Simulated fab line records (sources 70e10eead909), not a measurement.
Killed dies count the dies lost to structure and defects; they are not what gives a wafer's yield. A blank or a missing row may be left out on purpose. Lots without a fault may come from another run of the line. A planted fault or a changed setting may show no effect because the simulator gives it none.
A single fault, viewed from 2 desks | flow nand harc | what lay behind the numbers comes last; until then each desk has only its own

== FROM THE METROLOGY DESK ==
Lot by lot, what the gauges showed, no matter which tool ran the lot: averages of those sampled wafers that carry a number. Any lot whose mean is over 4 standard deviations away from the usual mean is out of limits and marked OUT; that distance is given in the brackets.
Columns: A = thk nm at NHARC_A_SGD_CUT_THK_MEAS_22, usual 148.4 nm
lot  | first seen here | A
L427 | day 20 04:43    | 148.1
L428 | day 20 04:52    | 148.9
L429 | day 21 08:29    | 148.3
L433 | day 23 11:36    | 146.9
L430 | day 23 14:57    | 147.7
L436 | day 24 05:58    | 150.2
L435 | day 24 06:07    | 148.3
L437 | day 25 04:19    | 149.3
L439 | day 25 11:48    | 150.3
L443 | day 25 21:01    | 148.8
L445 | day 27 10:33    | 148.3
L449 | day 30 17:13    | 148.6
Finding of this desk: none of the 12 lots has anything out of limits.

== DESK OF THE TOOL OWNER: rie diel-03 ==
The tool's own readings at NHARC_A_SGD_CUT_ETCH_58 (etches the open film in CF4, target depth 39 nm, time 65 s): means of the sampled wafers that have a number, for each lot that ran on this tool. Any lot whose mean is over 4 standard deviations away from the usual mean is out of limits and marked OUT; that distance is given in the brackets.
Columns: A = chamber pressure mTorr at NHARC_A_SGD_CUT_ETCH_58, usual 50.00 mTorr; B = drypump motor current A at NHARC_A_SGD_CUT_ETCH_58, usual 5.6 A; C = oes product au at NHARC_A_SGD_CUT_ETCH_58, usual 1.001 a.u.; D = rf vpp V at NHARC_A_SGD_CUT_ETCH_58, usual 151.0 V; E = showerhead plenum p Torr at NHARC_A_SGD_CUT_ETCH_58, usual 1.76 Torr; F = throttle valve pct at NHARC_A_SGD_CUT_ETCH_58, usual 13.283 %
lot  | first seen here | A     | B   | C                | D     | E    | F
L428 | day 19 22:57    | 49.99 | 5.7 | 1.008            | 151.4 | 1.79 | 13.283
L429 | day 20 18:58    | 49.99 | 6.1 | 1.016            | 150.2 | 1.74 | 13.291
L433 | day 23 05:41    | 50.04 | 5.5 | 1.007            | 151.8 | 1.83 | 13.279
L430 | day 23 09:02    | 50.03 | 6.0 | 0.999            | 150.8 | 1.78 | 13.274
L436 | day 24 00:02    | 50.01 | 5.5 | 0.943 (-6.2) OUT | 151.5 | 1.79 | 13.284
L437 | day 24 23:02    | 50.01 | 5.5 | 0.912 (-9.4) OUT | 150.7 | 1.75 | 13.288
L439 | day 25 04:20    | 50.03 | 5.8 | 0.922 (-8.4) OUT | 150.1 | 1.75 | 13.278
L449 | day 30 11:20    | 49.97 | 5.7 | 0.995            | 151.7 | 1.79 | 13.294
This desk's finding: out of limits on L436, L437, L439; first on L436, day 24 00:02 (oes product au at NHARC_A_SGD_CUT_ETCH_58). In limits: L428, L429, L433, L430, L449.

== TAKEN TOGETHER ==
At day 24 00:02, on L436, L437, L439, the tool owner's desk was in a position to raise an alarm.
Nothing out of limits was seen by the metrology desk.
The metrology desk holds a record of L436, L437, L439, inside its limits.
On rie diel-03, each named lot ran NHARC_A_SGD_CUT_ETCH_58.

== WHAT WAS PUT IN BY THE SIMULATOR ==
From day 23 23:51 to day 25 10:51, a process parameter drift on rie diel-03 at NHARC_A_SGD_CUT_ETCH_58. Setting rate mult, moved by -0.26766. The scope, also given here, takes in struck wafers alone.
Lots struck among those shown: L436, L437, L439.
Each desk's first reading out of limits, in hours after the fault started: the tool owner's desk, 0.
